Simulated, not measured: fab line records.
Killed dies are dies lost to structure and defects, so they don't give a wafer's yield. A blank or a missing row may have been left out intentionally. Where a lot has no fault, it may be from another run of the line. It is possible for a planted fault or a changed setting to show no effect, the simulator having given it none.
Problem report in the 8D (eight disciplines) form, filled by code + flow nand_harc + the parts of the form that need people (team, actions taken, sign-off) are left out

## 1. WHAT WENT WRONG
Mean of thk_nm at NHARC_A_ONON_D2_THK_MEAS_02: 854 nm across 6 wafers in 2 lots; on wafers with no fault it is 1001 nm (standard deviation 7.9). Measured from the usual mean, that is -19 standard deviations.
The step: measures by ellipsometry.
Earliest sighting: wafer L507.1 on film_metro-01 at day 18 02:33. The record has a number at this step for 42 wafers belonging to 14 lots. The rule behind "out" and "out of limits": a value lying over 4 standard deviations away from the usual mean. Any other wafer with a number is counted as sound.

## 2. WHAT IT IS AND WHAT IT IS NOT
| question                    | is                     | is not                                                                                       |
|-----------------------------|------------------------|----------------------------------------------------------------------------------------------|
| which readings at this step | thk_nm                 | -                                                                                            |
| which lots                  | L507, L509             | L495, L496, L497, L498, L499, L501, L506, L511, L512, L515, L516, L517                       |
| which wafers of those lots  | all that have a number | -                                                                                            |
| read on which gauges        | film_metro-01          | film_metro-02                                                                                |
| when                        | from day 18 02:33      | up to then (21 sound wafers); but 15 sound wafers of L511, L512, L515, L516, L517 came after |

## 3. THE SUSPECTS, EACH WITH WHAT RULES IT OUT
Counting: a tool stays on the suspect list if, at a process step up to the reading, it processed all lots that are out and no sound lot following the first of them.
- the gauge at NHARC_A_ONON_D2_THK_MEAS_02: kept. All the wafers that are out were read on film_metro-01, and no step on other tools shows them out.
- pecvd_onon-01 at NHARC_A_ONON_D2_DEP_00 (target thk 1000 nm): ruled out as a lasting fault. Following L507 (day 18 02:02), the first lot on it that is out, the sound lots L516, L517 were run on it.
Remaining after the count: film_metro-01 at NHARC_A_ONON_D2_THK_MEAS_02.

## 4. THE CAUSE (what the simulator had put in)
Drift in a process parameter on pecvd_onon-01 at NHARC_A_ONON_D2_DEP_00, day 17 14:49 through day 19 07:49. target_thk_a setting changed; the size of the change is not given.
It was ruled out by counting, in error; the rule expects a fault to strike all lots run on its tool from its start on, and this fault did not.

## 5. THE EFFECT CHAIN, in route order
Rows list readings where the struck wafers' mean (over those with a number) sits beyond 3 standard deviations from the usual. Only readings whose record carries a usual standard deviation are examined. hours: median over the lots of the time between each lot's start at the first step of this table that gives one and its start at this step. sigmas: the change, counted in usual standard deviations.
| hours | step                        | reading | usual   | on struck wafers | change | sigmas |
|-------|-----------------------------|---------|---------|------------------|--------|--------|
| 0     | NHARC_A_ONON_D2_THK_MEAS_02 | thk_nm  | 1001 nm | 854              | -147   | -19    |

## 6. HOW IT WOULD HAVE BEEN CAUGHT EARLIER
In this record the first reading out of limits at a measuring or inspecting step was taken at day 18 02:33, 12 hours after the fault began at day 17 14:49.
